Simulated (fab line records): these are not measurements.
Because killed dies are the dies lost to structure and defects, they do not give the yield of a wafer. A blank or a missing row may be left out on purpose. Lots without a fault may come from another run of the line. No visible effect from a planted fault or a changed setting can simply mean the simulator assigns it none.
3 desks looking at one fault :: flow n5-finfet :: each desk holds nothing but its own numbers, with what lay behind them at the end

== FOR THE TOOL OWNER'S DESK: litho-track-02 ==
The tool's own readings at N5_BEOL_M11_COAT_05 (resist thk 90 nm): means of the sampled wafers that have a number, for each lot that ran on this tool. Marked OUT: a lot whose mean sits more than 4 standard deviations from the usual mean, which makes it out of limits; the brackets give that distance.
Columns: A = spin-speed-rpm at N5_BEOL_M11_COAT_05, usual 1500.1 rpm
lot: L606
first seen here: day 11 01:05
A: 1500.1

lot: L608
first seen here: day 11 09:28
A: 1315.0 (-99 or more) OUT

lot: L609
first seen here: day 11 09:40
A: 1315.0 (-99 or more) OUT
This desk's finding: out of limits on L608, L609; first on L608, day 11 09:28 (spin-speed-rpm at N5_BEOL_M11_COAT_05). L606: within limits.

== AT THE METROLOGY DESK ==
Lot by lot, what the gauges showed, no matter which tool ran the lot: averages of those sampled wafers that carry a number. Marked OUT: a lot whose mean sits more than 4 standard deviations from the usual mean, which makes it out of limits; the brackets give that distance.
Columns: A = M10_THK at N5_BEOL_M10_THK_MEAS_53, usual 138.1 nm; B = M10_RS at N5_BEOL_M10_RS_MEAS_57, usual 0.1515 ohm/sq; C = M11_ILD_THK at N5_BEOL_M11_THK_MEAS_01, usual 268 nm; D = cd-nm at N5_BEOL_M11_CD_MEAS_11, usual 64.0 nm; E = M11_OVL at N5_BEOL_M11_OVL_MEAS_12, usual 0.0 nm
lot: L606
first seen here: day 10 22:08
A: 140.9
B: 0.1504
C: 273
D: 64.0
E: -0.4

lot: L609
first seen here: day 11 06:29
A: 139.5
B: 0.1490
C: 266
D: 63.3
E: 1.1

lot: L608
first seen here: day 11 06:35
A: 137.2
B: 0.1521
C: 267
D: 63.8
E: -0.3

lot: L614
first seen here: day 13 06:17
A: 136.8
B: 0.1527
C: 268
D: 63.7
E: -0.5

lot: L610
first seen here: day 13 19:56
A: 135.8
B: 0.1526
C: 268
D: 63.8
E: 0.0

lot: L625
first seen here: day 16 23:55
A: 137.4
B: 0.1519
C: 266
D: 63.9
E: 0.5
This desk's verdict: no lot among the 6 shows anything out of limits.

== THE DEFECT DESK ==
For each lot, the counts of the inspections along the route, averaged over the sampled wafers that have a number. Marked OUT: a lot whose mean sits more than 4 standard deviations from the usual mean, which makes it out of limits; the brackets give that distance.
Columns: A = raw-defect-count at N5_BEOL_M10_INSPECT_58, usual 74; B = raw-defect-count at N5_BEOL_M11_INSPECT_13, usual 406
lot: L606
first seen here: day 10 22:18
A: 112
B: 441

lot: L609
first seen here: day 11 06:41
A: 37
B: 353

lot: L608
first seen here: day 11 06:46
A: 72
B: 547

lot: L614
first seen here: day 13 06:27
A: 56
B: 356

lot: L610
first seen here: day 13 20:05
A: 92
B: 401

lot: L625
first seen here: day 17 00:07
A: 74
B: 421
This desk's verdict: no lot among the 6 shows anything out of limits.

== BROUGHT TOGETHER ==
The tool owner's desk could have raised an alarm at day 11 09:28, on L608, L609.
Metrology desk: nothing out of limits seen.
No out-of-limits result turned up at the defect desk.
The metrology desk holds a record of L608, L609, inside its limits.
The defect desk has L608, L609 on record, within its limits.
Of the lots named, all ran N5_BEOL_M11_COAT_05 on litho-track-02.

== WHAT THE SIMULATOR HAD PUT IN ==
Process parameter drift: litho-track-02, from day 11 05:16 on, at N5_BEOL_M11_COAT_05. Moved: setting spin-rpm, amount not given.
Shown lots that were struck: L608, L609.
Delay in hours, fault start to first out-of-limits reading, by desk: the tool owner's desk at 4.
